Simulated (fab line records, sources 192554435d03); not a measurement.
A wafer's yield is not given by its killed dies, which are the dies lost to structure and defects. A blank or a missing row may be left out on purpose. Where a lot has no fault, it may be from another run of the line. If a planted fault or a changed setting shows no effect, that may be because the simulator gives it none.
Which of the tools did it? :: flow n5_finfet :: 12 lots with 36 wafers sampled at 6 steps, on a route of 1938 steps

WHAT THE GAUGES SHOWED, per wafer
N5_BEOL_M2_INSPECT_59: inspects for defects (darkfield).
lot: L075
measured: day 7 05:56
on: defect_inspect-02
raw_defect_count: 56 88 80

lot: L078
measured: day 8 07:23
on: defect_inspect-02
raw_defect_count: 89 119 92

lot: L077
measured: day 8 14:14
on: defect_inspect-02
raw_defect_count: 85 113 103

lot: L080
measured: day 8 16:08
on: defect_inspect-01
raw_defect_count: 44 52 56

lot: L083
measured: day 9 05:03
on: defect_inspect-02
raw_defect_count: 45 71 71

lot: L085
measured: day 10 04:49
on: defect_inspect-01
raw_defect_count: 82 83 76

lot: L087
measured: day 10 09:38
on: defect_inspect-02
raw_defect_count: 78 86 55

lot: L089
measured: day 11 10:10
on: defect_inspect-01
raw_defect_count: 145 95 64

lot: L090
measured: day 11 15:02
on: defect_inspect-01
raw_defect_count: 93 106 66

lot: L092
measured: day 12 03:28
on: defect_inspect-02
raw_defect_count: 68 79 94

lot: L095
measured: day 12 08:03
on: defect_inspect-02
raw_defect_count: 83 48 77

lot: L097
measured: day 12 21:35
on: defect_inspect-02
raw_defect_count: 97 93 100

EACH LOT AND THE TOOL THAT RAN IT (in order: tool; ch and the chambers of the sampled wafers; start)
lot: L075
N5_BEOL_M2_ETCH_41: rie_diel-02 ch 0,2,3, day 7 02:59 or earlier
N5_BEOL_M2_ANNEAL_49: pvd_sputter-03, day 7 02:59
N5_BEOL_M2_SPUTTER_79: pvd_sputter-03, day 7 03:08
N5_BEOL_M2_ANNEAL_95: pvd_sputter-03, day 7 04:32
N5_BEOL_M2_SPUTTER_96: pvd_sputter-03, day 7 04:40

lot: L078
N5_BEOL_M2_ETCH_41: rie_diel-04 ch 0,2,3, day 8 04:33 or earlier
N5_BEOL_M2_ANNEAL_49: pvd_sputter-01, day 8 04:33
N5_BEOL_M2_SPUTTER_79: pvd_sputter-01, day 8 04:41
N5_BEOL_M2_ANNEAL_95: pvd_sputter-01, day 8 06:05
N5_BEOL_M2_SPUTTER_96: pvd_sputter-01, day 8 06:14

lot: L077
N5_BEOL_M2_ETCH_41: rie_diel-02 ch 0,3, day 8 11:29 or earlier
N5_BEOL_M2_ANNEAL_49: pvd_sputter-02, day 8 11:29
N5_BEOL_M2_SPUTTER_79: pvd_sputter-02, day 8 11:37
N5_BEOL_M2_ANNEAL_95: pvd_sputter-02, day 8 13:01
N5_BEOL_M2_SPUTTER_96: pvd_sputter-02, day 8 13:10

lot: L080
N5_BEOL_M2_ETCH_41: rie_diel-04 ch 0,3, day 8 13:19 or earlier
N5_BEOL_M2_ANNEAL_49: pvd_sputter-02, day 8 13:19
N5_BEOL_M2_SPUTTER_79: pvd_sputter-02, day 8 13:28
N5_BEOL_M2_ANNEAL_95: pvd_sputter-02, day 8 14:52
N5_BEOL_M2_SPUTTER_96: pvd_sputter-02, day 8 15:00

lot: L083
N5_BEOL_M2_ETCH_41: rie_diel-06 ch 0,1, day 9 02:17 or earlier
N5_BEOL_M2_ANNEAL_49: pvd_sputter-02, day 9 02:17
N5_BEOL_M2_SPUTTER_79: pvd_sputter-02, day 9 02:26
N5_BEOL_M2_ANNEAL_95: pvd_sputter-02, day 9 03:50
N5_BEOL_M2_SPUTTER_96: pvd_sputter-02, day 9 03:58

lot: L085
N5_BEOL_M2_ETCH_41: rie_diel-04 ch 0,1,2, day 10 02:04 or earlier
N5_BEOL_M2_ANNEAL_49: pvd_sputter-02, day 10 02:04
N5_BEOL_M2_SPUTTER_79: pvd_sputter-02, day 10 02:12
N5_BEOL_M2_ANNEAL_95: pvd_sputter-02, day 10 03:36
N5_BEOL_M2_SPUTTER_96: pvd_sputter-02, day 10 03:44

lot: L087
N5_BEOL_M2_ETCH_41: rie_diel-06 ch 0,1,3, day 10 06:52 or earlier
N5_BEOL_M2_ANNEAL_49: pvd_sputter-01, day 10 06:52
N5_BEOL_M2_SPUTTER_79: pvd_sputter-01, day 10 07:00
N5_BEOL_M2_ANNEAL_95: pvd_sputter-01, day 10 08:24
N5_BEOL_M2_SPUTTER_96: pvd_sputter-01, day 10 08:32

lot: L089
N5_BEOL_M2_ETCH_41: rie_diel-02 ch 1,2, day 11 07:22 or earlier
N5_BEOL_M2_ANNEAL_49: pvd_sputter-02, day 11 07:22
N5_BEOL_M2_SPUTTER_79: pvd_sputter-02, day 11 07:31
N5_BEOL_M2_ANNEAL_95: pvd_sputter-02, day 11 08:55
N5_BEOL_M2_SPUTTER_96: pvd_sputter-02, day 11 09:03

lot: L090
N5_BEOL_M2_ETCH_41: rie_diel-02 ch 0,1,2, day 11 12:14 or earlier
N5_BEOL_M2_ANNEAL_49: pvd_sputter-01, day 11 12:14
N5_BEOL_M2_SPUTTER_79: pvd_sputter-01, day 11 12:23
N5_BEOL_M2_ANNEAL_95: pvd_sputter-01, day 11 13:47
N5_BEOL_M2_SPUTTER_96: pvd_sputter-01, day 11 13:55

lot: L092
N5_BEOL_M2_ETCH_41: rie_diel-04 ch 0,3, day 12 00:38 or earlier
N5_BEOL_M2_ANNEAL_49: pvd_sputter-02, day 12 00:38
N5_BEOL_M2_SPUTTER_79: pvd_sputter-02, day 12 00:46
N5_BEOL_M2_ANNEAL_95: pvd_sputter-02, day 12 02:10
N5_BEOL_M2_SPUTTER_96: pvd_sputter-02, day 12 02:19

lot: L095
N5_BEOL_M2_ETCH_41: rie_diel-06 ch 0,2,3, day 12 05:18 or earlier
N5_BEOL_M2_ANNEAL_49: pvd_sputter-03, day 12 05:18
N5_BEOL_M2_SPUTTER_79: pvd_sputter-03, day 12 05:26
N5_BEOL_M2_ANNEAL_95: pvd_sputter-03, day 12 06:50
N5_BEOL_M2_SPUTTER_96: pvd_sputter-03, day 12 06:59

lot: L097
N5_BEOL_M2_ETCH_41: rie_diel-04 ch 2,3, day 12 18:49 or earlier
N5_BEOL_M2_ANNEAL_49: pvd_sputter-03, day 12 18:49
N5_BEOL_M2_SPUTTER_79: pvd_sputter-03, day 12 18:57
N5_BEOL_M2_ANNEAL_95: pvd_sputter-03, day 12 20:21
N5_BEOL_M2_SPUTTER_96: pvd_sputter-03, day 12 20:29
- N5_BEOL_M2_ETCH_41: etches SiCN in CH3F/O2, target depth 29.9 nm, time 52.5 s.
- N5_BEOL_M2_ANNEAL_49: time 240 s.
- N5_BEOL_M2_SPUTTER_79: material Cu, target thk 4.5 nm, time 8.29 s.
- N5_BEOL_M2_ANNEAL_95: time 240 s.
- N5_BEOL_M2_SPUTTER_96: material Cu, target thk 4.5 nm, time 8.29 s.

THE ANSWER, worked out from the rows above alone
Rule: the lots themselves supply what counts as usual. Put in order of their means at a reading, lots are off if they are a third of the lots or fewer, leave a main group of 4 or more, and stand apart from it by a gap of 3 or more times the standard deviation of the main group's means; of several such gaps the widest counts. A main group is skipped when, at the precision printed for the reading in the tables above, its means are all equal. A lot without any number at a reading at which 4 lots or more have one is off too. All remaining lots with rows at the step are treated as sound.
None of the lots is off at any reading shown; this tells nothing.

WHAT THE SIMULATOR PUT IN
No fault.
